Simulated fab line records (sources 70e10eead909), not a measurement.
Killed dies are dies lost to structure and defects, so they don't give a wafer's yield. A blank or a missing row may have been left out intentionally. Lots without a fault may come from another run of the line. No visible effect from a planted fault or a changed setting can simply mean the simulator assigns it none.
fab line records | flow nand-harc
record lots=11 | wafers=33 | last-day=32
route steps=1302 shown A_BONDPAD@1230 THIN_TSV@1262 END@1302
lots that met no fault: from a run of the same line without faults
start-h: start of the lot's first displayed wafer, in hours after the record's first day | wait-h: how many hours have passed since the lot's step before this one | " unchanged from the row above | L1.1+2: a single row standing in for several wafers | - no value, or no start was given | * or withheld: withheld | < > ~ a bound
route shown NAME@n: NAME is a module with steps in the file, n the number in the route of the first one | usual: the fault-free wafers' mean and standard deviation | same: alike in all rows | chamber/n: place in a boat | sites: the reading at each site | _std_site: the standard deviation of these | _edge_site: the outer-site mean with the inner-site mean subtracted | radius-mm: for every site, how far away it sits from the centre of the wafer | mask NAME#n: copy n | behind: the last tool/chamber to shape the wafer | hold: cause of the lot's hold/its duration in hours/its outcome | device: which transistor (n, p or np) failed to switch | end of line: the same wafers' tests at the end of the route | a step given without rows: its recipe and nothing more | killed: the dies lost at the first sort to structure and to defects; this is not the yield of the wafer | map: per-die view of a wafer (x killed, . not killed, _ where there is no die)
set.NAME: the run value of the setting; set.NAME@STEP: its run value at that earlier step | model.NAME: the simulator's own value behind a step, which no gauge read
a sample of lots followed through the steps of the route, with each step as a table and each wafer as a row
services: from which hour (start-h, from the record's first day; less than 0 if before it) a tool's chamber was out of use, for how many hours, and why
## steps
# step NHARC_A_BONDPAD_ANNEAL_28
# recipe temp-c=225 | time-s=90
# usual wafer_temp_C_max=226.0/0.31
lot.wafer | tool          | chamber | start-h | wait-h | wafer_temp_C_max
L496.2    | rtp-anneal-01 | 0       | 547.63  | -      | 225.9
L496.3    | "             | 0       | "       | "      | 225.8
L496.4    | "             | 0       | "       | "      | 226.1
L501.1    | rtp-anneal-01 | 0       | 561.17  | 0.3    | 226.1
L501.3    | "             | 0       | "       | "      | 225.8
L501.6    | "             | 0       | "       | "      | 225.6
L499.2    | rtp-anneal-02 | 0       | 563.16  | 0.4    | 226.6
L499.3    | "             | 0       | "       | "      | 226.5
L499.4    | "             | 0       | "       | "      | 226.7
L502.2    | rtp-anneal-02 | 0       | 595.68  | -      | 226.5
L502.3    | "             | 0       | "       | "      | 226.6
L502.5    | "             | 0       | "       | "      | 226.3
L506.1    | rtp-anneal-02 | 0       | 625.92  | 0.3    | 226.1
L506.3    | "             | 0       | "       | "      | 226.1
L506.4    | "             | 0       | "       | "      | 226.1
L507.3    | rtp-anneal-01 | 0       | 637.07  | 0.3    | 225.5
L507.5    | "             | 0       | "       | "      | 225.8
L507.6    | "             | 0       | "       | "      | 225.7
L514.1    | rtp-anneal-01 | 0       | 703.48  | -      | 225.7
L514.3    | "             | 0       | "       | "      | 225.8
L514.5    | "             | 0       | "       | "      | 226.2
L513.3    | rtp-anneal-02 | 0       | 706.28  | 0.3    | 226.1
L513.4    | "             | 0       | "       | "      | 226.1
L513.5    | "             | 0       | "       | "      | 226.1
L517.2    | rtp-anneal-02 | 0       | 729.06  | 0.4    | 226.4
L517.3    | "             | 0       | "       | "      | 226.6
L517.5    | "             | 0       | "       | "      | 226.1
L516.1    | rtp-anneal-02 | 0       | 730.84  | -      | 225.8
L516.3    | "             | 0       | "       | "      | 226.0
L516.4    | "             | 0       | "       | "      | 226.1
L518.3    | rtp-anneal-02 | 0       | 733.35  | -      | 226.3
L518.5    | "             | 0       | "       | "      | 226.3
L518.6    | "             | 0       | "       | "      | 226.1
# step NHARC_THIN_TSV_ETCH_44
# recipe target-depth-a=15942 | time-s=797.1 | cf4-flow-sccm=150 | o2-flow-sccm=10 | ar-flow-sccm=0 | rf-w=300 | bias-w=800 | chemistry=CF4/O2
# usual drypump-motor-current-A=5.7/0.35 | o2-flow-sccm=9.999/0.028 | oes-product-au=0.997/0.013 | rf-vpp-V=794/5 | showerhead-plenum-p-Torr=1.83/0.078 | throttle-valve-pct=16.913/0.009
lot.wafer | tool        | chamber | start-h | wait-h | drypump-motor-current-A | o2-flow-sccm | oes-product-au | rf-hours-counter-h | rf-vpp-V | showerhead-plenum-p-Torr | throttle-valve-pct
L496.3    | rie-diel-03 | 0       | 560.86  | 0.1    | 6.6                     | 9.999        | 1.017          | 2.9                | 796      | 1.86                     | 16.900
L496.4    | "           | 1       | "       | "      | 6.1                     | 9.936        | 1.000          | 5.1                | 796      | 1.88                     | 16.915
L496.2    | "           | 2       | "       | "      | 5.6                     | 10.009       | 1.000          | 5.1                | 790      | 1.75                     | 16.915
L501.3    | rie-diel-13 | 0       | 574.63  | 0.1    | 5.3                     | 10.034       | 1.022          | 2.4                | 785      | 1.71                     | 16.921
L501.1    | "           | 3       | "       | "      | 5.7                     | 10.026       | 1.015          | 2.2                | 792      | 1.80                     | 16.922
L501.6    | "           | 1       | "       | "      | 6.2                     | 10.024       | 0.995          | -                  | 801      | 1.92                     | 16.927
L499.2    | rie-diel-07 | 3       | 575.98  | 0.1    | 5.8                     | 9.985        | 0.981          | 6.3                | 796      | 1.90                     | 16.921
L499.3    | "           | 0       | "       | "      | 5.4                     | 10.026       | 0.993          | 4.4                | 794      | 1.82                     | 16.911
L499.4    | "           | 2       | "       | "      | 6.1                     | 9.934        | 0.993          | 6.7                | 790      | 1.75                     | 16.908
L502.3    | rie-diel-13 | 2       | 608.39  | 0.1    | 5.4                     | 10.026       | 0.992          | 3.6                | 803      | 1.96                     | 16.904
L502.2    | "           | 1       | "       | "      | 6.2                     | 10.022       | 0.988          | 4.0                | 800      | 1.92                     | 16.907
L502.5    | "           | 2       | "       | "      | 5.4                     | 10.025       | 0.997          | -                  | 804      | 1.96                     | 16.914
L506.4    | rie-diel-07 | 3       | 637.21  | 0.1    | 5.8                     | 10.006       | 0.975          | 11.2               | 799      | 1.89                     | 16.908
L506.1    | "           | 1       | "       | "      | 6.0                     | 9.966        | 1.013          | 10.6               | 796      | 1.87                     | 16.919
L506.3    | "           | 2       | "       | "      | 6.2                     | 9.962        | 1.013          | 11.5               | 790      | 1.75                     | 16.906
L507.3    | rie-diel-13 | 1       | 651.36  | 0.2    | 6.2                     | 9.987        | 0.992          | 6.1                | 801      | 1.92                     | 16.923
L507.5    | "           | 2       | "       | "      | 5.4                     | 10.023       | 0.990          | -                  | 802      | 1.96                     | 16.918
L507.6    | "           | 3       | "       | "      | 5.7                     | 9.979        | 1.022          | -                  | 792      | 1.80                     | 16.917
L514.3    | rie-diel-07 | 3       | 716.62  | 0.1    | 5.8                     | 10.021       | 0.982          | 4.4                | 797      | 1.89                     | 16.908
L514.1    | "           | 0       | "       | "      | 5.4                     | 9.972        | 0.980          | 4.6                | 793      | 1.82                     | 16.912
L514.5    | "           | 3       | "       | "      | 5.8                     | 9.989        | 0.968          | -                  | 798      | 1.89                     | 16.908
L513.3    | rie-diel-13 | 3       | 718.02  | 0.1    | 5.7                     | 10.000       | 1.004          | 0.6                | 792      | 1.80                     | 16.933
L513.4    | "           | 0       | "       | "      | 5.3                     | 9.996        | 1.005          | 0.6                | 787      | 1.71                     | 16.916
L513.5    | "           | 2       | "       | "      | 5.4                     | 9.975        | 0.979          | -                  | 801      | 1.96                     | 16.920
L517.3    | rie-diel-13 | 2       | 746.79  | 0.1    | 5.4                     | 9.942        | 0.988          | 2.4                | 804      | 1.96                     | 16.922
L517.2    | "           | 3       | "       | "      | 5.7                     | 10.038       | 1.003          | 2.7                | 791      | 1.80                     | 16.895
L517.5    | "           | 3       | "       | "      | 5.7                     | 10.000       | 0.999          | -                  | 792      | 1.80                     | 16.916
L516.3    | rie-diel-13 | 2       | 748.02  | 0.1    | 5.4                     | 10.004       | 0.992          | 2.8                | 802      | 1.96                     | 16.923
L516.1    | "           | 0       | "       | "      | 5.3                     | 9.975        | 0.978          | 2.6                | 785      | 1.71                     | 16.906
L516.4    | "           | 1       | "       | "      | 6.2                     | 10.000       | 1.003          | 2.3                | 800      | 1.92                     | 16.907
L518.3    | rie-diel-13 | 2       | 749.17  | 0.1    | 5.4                     | 10.013       | 0.984          | 3.2                | 803      | 1.95                     | 16.918
L518.5    | "           | 2       | "       | "      | 5.4                     | 10.042       | 0.994          | -                  | 803      | 1.95                     | 16.916
L518.6    | "           | 3       | "       | "      | 5.6                     | 10.011       | 0.994          | -                  | 790      | 1.80                     | 16.918
# step NHARC_THIN_TSV_DEGAS_49
# recipe temp-c=300 | time-s=120
# usual heater-power-w=503/47
lot.wafer | tool           | chamber | start-h | wait-h | heater-power-w
L496.3    | pvd-sputter-02 | -       | 563.33  | 0.1    | 599
L496.2    | "              | -       | "       | "      | 514
L496.4    | "              | -       | "       | "      | 541
L501.1    | pvd-sputter-01 | -       | 577.18  | 0.2    | 472
L501.3    | "              | -       | "       | "      | 525
L501.6    | "              | -       | "       | "      | 451
L499.2    | pvd-sputter-02 | -       | 578.60  | 0.1    | 541
L499.3    | "              | -       | "       | "      | 421
L499.4    | "              | -       | "       | "      | 599
L502.2    | pvd-sputter-01 | -       | 611.24  | 0.1    | 516
L502.3    | "              | -       | "       | "      | 443
L502.5    | "              | -       | "       | "      | 505
L506.1    | pvd-sputter-03 | -       | 639.95  | 0.2    | 532
L506.4    | "              | -       | "       | "      | 503
L506.3    | "              | -       | "       | "      | 514
L507.3    | pvd-sputter-03 | -       | 653.72  | 0.1    | 526
L507.5    | "              | -       | "       | "      | 428
L507.6    | "              | -       | "       | "      | 515
L514.1    | pvd-sputter-02 | -       | 719.21  | 0.1    | 535
L514.3    | "              | -       | "       | "      | 500
L514.5    | "              | -       | "       | "      | 583
L513.4    | pvd-sputter-03 | -       | 720.49  | 0.1    | 537
L513.3    | "              | -       | "       | "      | 526
L513.5    | "              | -       | "       | "      | 520
L517.3    | pvd-sputter-01 | -       | 749.34  | 0.1    | 446
L517.2    | "              | -       | "       | "      | 505
L517.5    | "              | -       | "       | "      | 544
L516.3    | pvd-sputter-03 | -       | 750.72  | 0.1    | 417
L516.1    | "              | -       | "       | "      | 523
L516.4    | "              | -       | "       | "      | 539
L518.3    | pvd-sputter-02 | -       | 751.75  | 0.1    | 519
L518.6    | "              | -       | "       | "      | 490
L518.5    | "              | -       | "       | "      | 417
# step NHARC_THIN_TSV_ETCH_59
# recipe target-depth-a=8800 | icp-w=900 | bias-w=100 | Cl2_flow_sccm=60 | bcl3-flow-sccm=30 | time-s=138.1 | chemistry=Cl2/BCl3
# usual drypump-motor-current-A=5.95/0.3 | oes-product-au=1.005/0.014 | throttle-valve-pct=22.265/0.0089
lot.wafer | tool         | chamber | start-h | wait-h | drypump-motor-current-A | oes-product-au | rf-hours-counter-h | throttle-valve-pct
L496.2    | rie-metal-01 | 1       | 566.64  | 0.1    | 5.66                    | 0.987          | 3.2                | 22.265
L496.4    | "            | 0       | "       | "      | 6.19                    | 1.012          | -                  | 22.263
L496.3    | "            | 1       | "       | "      | 5.68                    | 0.989          | -                  | 22.250
L501.1    | rie-metal-03 | 0       | 580.61  | 0.2    | 6.42                    | 0.985          | 0.8                | 22.287
L501.3    | "            | 1       | "       | "      | 5.94                    | 1.025          | -                  | 22.264
L501.6    | "            | 1       | "       | "      | 5.92                    | 1.023          | -                  | 22.271
L499.2    | rie-metal-02 | 1       | 582.06  | 0.1    | 5.87                    | 1.019          | 2.5                | 22.267
L499.3    | "            | 0       | "       | "      | 5.61                    | 1.008          | -                  | 22.271
L499.4    | "            | 1       | "       | "      | 5.87                    | 1.013          | -                  | 22.259
L502.2    | rie-metal-03 | 1       | 614.52  | 0.1    | 5.87                    | 1.034          | 1.6                | 22.260
L502.3    | "            | 1       | "       | "      | 5.86                    | 1.019          | -                  | 22.268
L502.5    | "            | 0       | "       | "      | 6.40                    | 0.985          | -                  | 22.251
L506.1    | rie-metal-03 | 0       | 643.48  | 0.1    | 6.42                    | 1.385          | 2.2                | 22.267
L506.4    | "            | 0       | "       | "      | 6.39                    | 1.386          | -                  | 22.266
L506.3    | "            | 1       | "       | "      | 5.83                    | 1.024          | -                  | 22.264
L507.3    | rie-metal-03 | 0       | 657.18  | 0.2    | 6.43                    | 1.380          | -                  | 22.271
L507.5    | "            | 0       | "       | "      | 6.45                    | 1.363          | -                  | 22.249
L507.6    | "            | 1       | "       | "      | 5.91                    | 1.030          | -                  | 22.270
L514.1    | rie-metal-03 | 1       | 722.81  | 0.1    | 5.85                    | 1.009          | 0.5                | 22.261
L514.3    | "            | 1       | "       | "      | 5.88                    | 1.009          | -                  | 22.280
L514.5    | "            | 0       | "       | "      | 6.43                    | 0.990          | -                  | 22.268
L513.3    | rie-metal-02 | 0       | 723.85  | 0.2    | 5.60                    | 0.990          | -                  | 22.261
L513.4    | "            | 1       | "       | "      | 5.84                    | 1.017          | -                  | 22.276
L513.5    | "            | 1       | "       | "      | 5.84                    | 1.010          | -                  | 22.263
L517.2    | rie-metal-03 | 1       | 752.61  | 0.1    | 5.87                    | 1.017          | 1.0                | 22.279
L517.3    | "            | 0       | "       | "      | 6.40                    | 0.985          | -                  | 22.257
L517.5    | "            | 1       | "       | "      | 5.89                    | 1.013          | -                  | 22.255
L516.1    | rie-metal-03 | 1       | 754.04  | 0.1    | 5.84                    | 1.016          | 1.2                | 22.255
L516.3    | "            | 0       | "       | "      | 6.45                    | 0.982          | -                  | 22.274
L516.4    | "            | 1       | "       | "      | 5.86                    | 1.026          | -                  | 22.254
L518.3    | rie-metal-02 | 0       | 755.33  | 0.2    | 5.60                    | 0.997          | -                  | 22.264
L518.6    | "            | 0       | "       | "      | 5.61                    | 1.003          | -                  | 22.252
L518.5    | "            | 1       | "       | "      | 5.87                    | 1.008          | -                  | 22.273
# step NHARC_THIN_TSV_CD_MEAS_37
# usual cd-nm=5001/3.7
lot.wafer | tool      | chamber | start-h | wait-h | cd-nm
L496.2    | cd-sem-01 | -       | 567.76  | -      | 5007
L496.3    | "         | -       | "       | "      | 5006
L496.4    | "         | -       | "       | "      | 5003
L501.1    | cd-sem-02 | -       | 581.73  | -      | 5001
L501.3    | "         | -       | "       | "      | 5007
L501.6    | "         | -       | "       | "      | 5004
L499.2    | cd-sem-01 | -       | 583.21  | -      | 5003
L499.3    | "         | -       | "       | "      | 4999
L499.4    | "         | -       | "       | "      | 5002
L502.2    | cd-sem-03 | -       | 615.76  | -      | 4994
L502.3    | "         | -       | "       | "      | 5003
L502.5    | "         | -       | "       | "      | 5000
L506.1    | cd-sem-01 | -       | 644.63  | -      | 4986
L506.3    | "         | -       | "       | "      | 5007
L506.4    | "         | -       | "       | "      | 4984
L507.3    | cd-sem-01 | -       | 658.27  | -      | 4986
L507.5    | "         | -       | "       | "      | 4982
L507.6    | "         | -       | "       | "      | 4998
L514.1    | cd-sem-01 | -       | 723.97  | -      | 5002
L514.3    | "         | -       | "       | "      | 4995
L514.5    | "         | -       | "       | "      | 5007
L513.3    | cd-sem-02 | -       | 724.94  | -      | 5007
L513.4    | "         | -       | "       | "      | 5005
L513.5    | "         | -       | "       | "      | 5001
L517.2    | cd-sem-02 | -       | 753.76  | -      | 4999
L517.3    | "         | -       | "       | "      | 4996
L517.5    | "         | -       | "       | "      | 5002
L516.1    | cd-sem-02 | -       | 755.15  | -      | 5000
L516.3    | "         | -       | "       | "      | 5002
L516.4    | "         | -       | "       | "      | 4995
L518.3    | cd-sem-01 | -       | 756.42  | -      | 4999
L518.5    | "         | -       | "       | "      | 5004
L518.6    | "         | -       | "       | "      | 5000
# step NHARC_END_SORT_01
# recipe temp-c=25
# usual defect-limited-yield=91.3/1.9 | killed-at-array=54/12 | killed-at-other=0.7/1.1 | killed-at-periphery=3.9/2.8 | killed-dies=59/13 | killed-open=3.4/2 | killed-short=2.5/1.7 | sort_bin_2_pct=3.1/0.91 | sort_bin_3_pct=0.6/0.34 | sort_bin_4_pct=5.0/1.1 | sort-n-pass=618/13 | sort-rim-yield-pct=88/3.5 | sort-yield-pct=91.3/1.9
# same gross-dies=677 | sort_bin_5_pct[%]=0 | sort_bin_6_pct[%]=0 | sort_bin_7_pct[%]=0 | sort_bin_8_pct[%]=0 | sort-rim-n-gross=106.00
lot.wafer | tool      | chamber | start-h | wait-h | defect-limited-yield[%] | killed-at-array | killed-at-other | killed-at-periphery | killed-dies | killed-open | killed-short | sort_bin_2_pct[%] | sort_bin_3_pct[%] | sort_bin_4_pct[%] | sort-n-pass | sort-rim-yield-pct[%] | sort-yield-pct[%]
L507.3    | prober-01 | 0       | 667.54  | 3.1    | 93.1                    | 42              | 0               | 5                   | 47          | 4           | 1            | 3.1               | 0.4               | 3.4               | 630         | 91                    | 93.1
L507.5    | prober-01 | 0       | 669.15  | 3.7    | 90.8                    | 56              | 0               | 6                   | 62          | 5           | 3            | 3.7               | 0.6               | 4.9               | 615         | 86                    | 90.8
L507.6    | prober-01 | 0       | 669.95  | 4.0    | 91.4                    | 55              | 0               | 3                   | 58          | 8           | 5            | 2.7               | 0.9               | 5.0               | 619         | 89                    | 91.4
L513.3    | prober-02 | 0       | 736.62  | 3.1    | 89.7                    | 68              | 0               | 2                   | 70          | 5           | 5            | 3.2               | 0.9               | 6.2               | 607         | 80                    | 89.7
L513.4    | prober-02 | 0       | 737.42  | 3.4    | 90.3                    | 61              | 1               | 4                   | 66          | 3           | 3            | 3.8               | 0.6               | 5.3               | 611         | 85                    | 90.3
L513.5    | prober-02 | 0       | 738.21  | 3.7    | 91.1                    | 58              | 0               | 2                   | 60          | 3           | 2            | 3.5               | 0.7               | 4.6               | 617         | 86                    | 91.1
L517.2    | prober-01 | 0       | 762.24  | 2.8    | 92.3                    | 49              | 0               | 3                   | 52          | 5           | 2            | 3.1               | 0.1               | 4.4               | 625         | 88                    | 92.3
L517.3    | prober-01 | 0       | 763.04  | 3.1    | 93.6                    | 38              | 2               | 3                   | 43          | 2           | 3            | 1.9               | 0.7               | 3.7               | 634         | 92                    | 93.6
L517.5    | prober-01 | 0       | 764.64  | 3.7    | 92.2                    | 43              | 4               | 6                   | 53          | 4           | 1            | 3.0               | 0.4               | 4.4               | 624         | 89                    | 92.2
# killed by level:class
L507.3 A_SLIT:chamber-film-flake=27 A_CONTACT:chamber-film-flake=6 P_CONTACT:chamber-film-flake=3 A_CHANNEL_FILL_D1:geometric-particle:open=2 A_CHANNEL_HOLE_D1:chamber-film-flake=2 P_M1:geometric-particle:open=1 A_ONON_D1:geometric-particle:short=1 A_WL_FILL:geometric-particle:open=1
L507.5 A_SLIT:chamber-film-flake=28 A_CONTACT:chamber-film-flake=7 P_CONTACT:chamber-film-flake=6 A_CHANNEL_HOLE_D1:chamber-film-flake=6 A_CHANNEL_HOLE_D2:chamber-film-flake=5 A_DECK1_JOINT:geometric-particle:open=2 A_DECK1_JOINT:geometric-particle:short=2 A_ONON_D1:geometric-particle:open=1
L507.6 A_SLIT:chamber-film-flake=24 A_CONTACT:chamber-film-flake=7 A_CHANNEL_HOLE_D2:chamber-film-flake=6 A_CHANNEL_HOLE_D1:chamber-film-flake=4 A_CHANNEL_FILL_D1:geometric-particle:open=3 A_STAIRCASE:chamber-film-flake=3 A_CHANNEL_FILL_D1:geometric-particle:short=2 P_CONTACT:geometric-particle:open=1
L513.3 A_CHANNEL_HOLE_D2:chamber-film-flake=26 A_SLIT:chamber-film-flake=20 A_CHANNEL_HOLE_D1:chamber-film-flake=5 A_CONTACT:chamber-film-flake=4 A_ONON_D1:geometric-particle:open=2 A_M0:geometric-particle:short=2 A_DECK1_JOINT:chamber-film-flake=2 P_GATE:geometric-particle:open=1
L513.4 A_SLIT:chamber-film-flake=25 A_CHANNEL_HOLE_D2:chamber-film-flake=18 A_CHANNEL_HOLE_D1:chamber-film-flake=5 A_CONTACT:chamber-film-flake=5 A_DECK1_JOINT:chamber-film-flake=3 P_CONTACT:geometric-particle:open=1 P_M0:geometric-particle:short=1 A_SOURCE_PLATE:geometric-particle:short=1
L513.5 A_SLIT:chamber-film-flake=23 A_CHANNEL_HOLE_D2:chamber-film-flake=13 A_CHANNEL_HOLE_D1:chamber-film-flake=12 A_CONTACT:chamber-film-flake=5 P_M0:geometric-particle:open=2 A_SOURCE_PLATE:geometric-particle:short=1 A_DECK1_JOINT:geometric-particle:short=1 A_DECK1_JOINT:geometric-particle:open=1
L517.2 A_CHANNEL_HOLE_D1:chamber-film-flake=13 A_SLIT:chamber-film-flake=11 A_CONTACT:chamber-film-flake=7 A_CHANNEL_HOLE_D2:chamber-film-flake=6 A_STAIRCASE:chamber-film-flake=4 P_CONTACT:geometric-particle:open=1 A_ONON_D1:geometric-particle:short=1 A_DECK1_JOINT:geometric-particle:open=1
L517.3 A_CHANNEL_HOLE_D1:chamber-film-flake=16 A_SLIT:chamber-film-flake=9 A_CONTACT:chamber-film-flake=8 A_CHANNEL_HOLE_D2:chamber-film-flake=2 P_GATE:geometric-particle:open=1 P_M0:geometric-particle:short=1 A_ONON_D1:geometric-particle:open=1 A_SGD_CUT:geometric-particle:short=1
L517.5 A_CHANNEL_HOLE_D1:chamber-film-flake=17 A_SLIT:chamber-film-flake=8 A_CONTACT:chamber-film-flake=7 A_CHANNEL_HOLE_D2:chamber-film-flake=4 THIN_TSV:chamber-film-flake=4 P_GATE:chamber-film-flake=3 A_M0:geometric-particle:open=2 P_STI:chamber-film-flake=2
## services
tool           | chamber | start-h | hours | kind
pvd-sputter-03 | -       | 526.00  | 10.0  | pm
rie-diel-07    | -       | 534.36  | 0.2   | repair
rie-diel-03    | 3       | 535.08  | 7.8   | repair
rie-diel-13    | 1       | 539.41  | 3.0   | repair
rie-metal-03   | 0       | 565.28  | 2.1   | repair
rie-metal-01   | -       | 575.00  | 9.0   | pm
pvd-sputter-03 | -       | 575.24  | 1.9   | repair
pvd-sputter-01 | -       | 582.07  | 10.0  | pm
rie-diel-03    | 0       | 619.12  | 6.5   | repair
rie-metal-03   | -       | 627.29  | 0.9   | repair
rie-metal-02   | -       | 631.00  | 9.0   | pm
rie-diel-03    | -       | 635.38  | 9.0   | pm
pvd-sputter-02 | -       | 638.00  | 10.0  | pm
rie-diel-03    | 3       | 647.27  | 1.7   | repair
rie-diel-07    | -       | 648.20  | 9.0   | pm
pvd-sputter-01 | -       | 685.65  | 8.8   | repair
rie-metal-02   | 1       | 687.44  | 3.8   | repair
rie-diel-07    | 2       | 694.04  | 7.4   | repair
rie-metal-03   | -       | 696.00  | 9.0   | pm
pvd-sputter-03 | -       | 704.00  | 10.0  | pm
pvd-sputter-02 | -       | 720.28  | 1.0   | repair
rie-diel-07    | 0       | 739.86  | 8.6   | repair
rtp-anneal-02  | -       | 744.06  | 12.0  | pm
rie-diel-13    | 2       | 753.65  | 1.6   | repair
## key
first-sign step=NHARC_THIN_TSV_ETCH_59 | reading=oes-product-au | direction=up | sigmas=27 | usual=1.005 | struck=1.378
effect step=NHARC_THIN_TSV_CD_MEAS_37 | reading=cd-nm | direction=down | sigmas=4.3 | usual=5001 | struck=4985
met-at NHARC_THIN_TSV_ETCH_59
struck-lots L506,L507
struck-wafers L506.1,L506.4,L507.3,L507.5
not-acting-at NHARC_A_BONDPAD_ANNEAL_28,NHARC_THIN_TSV_ETCH_44,NHARC_THIN_TSV_DEGAS_49
onset-between 614.52 643.48
fault kind=process-parameter-drift | tool=rie-metal-03 | chamber=0 | onset-h=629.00 | steps=NHARC_THIN_TSV_ETCH_59 | channel=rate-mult | offset=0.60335 | shape=step | end-h=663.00
